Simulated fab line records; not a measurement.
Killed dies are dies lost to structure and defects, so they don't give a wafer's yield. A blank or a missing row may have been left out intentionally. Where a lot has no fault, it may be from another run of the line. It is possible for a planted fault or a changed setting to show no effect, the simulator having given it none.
Matching of chambers | flow nand-harc | NHARC_A_CONTACT_DEP_58 on pecvd-01 has 3 sister chambers
The step deposits SiON, target thk 90 nm. 3 wafers are shown with their chamber, then 7 later ones without.

WAFERS, EACH WITH ITS CHAMBER
wafer  | chamber | heater-power-outer-w (W)
L081.2 | 0       | 530
L081.1 | 2       | 458
L081.3 | 1       | 415

WAFERS WITHOUT THEIR CHAMBER
wafer  | heater-power-outer-w (W)
L081.5 | 529
L088.1 | 555
L088.5 | 430
L088.6 | 559
L091.2 | 501
L091.3 | 463
L091.5 | 421

WHICH CHAMBER EACH WENT THROUGH
wafer  | from the rows above     | in truth
L081.5 | 0                       | 0
L088.1 | 0                       | 0
L088.5 | can't be placed: 1 or 2 | 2
L088.6 | 0                       | 0
L091.2 | can't be placed: 0 or 2 | 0
L091.3 | 2                       | 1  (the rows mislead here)
L091.5 | can't be placed: 1 or 2 | 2
3 of 7 placed correctly. These rows do not allow placing 3 (true chamber among the candidates in 3). 1 placed wrongly.
How it was worked out, from the rows above alone: a wafer's distance from a chamber is the root of the sum, over the readings, of the square of ((its reading less the chamber's mean) divided by the reading's scatter). The wafer belongs to the nearest chamber; if the next one is less than 2 further off, it can't be placed. A chamber's mean is the mean of its shown wafers. The scatter: root of mean squared gap, hidden wafer to nearest shown wafer, with one shown wafer a chamber.
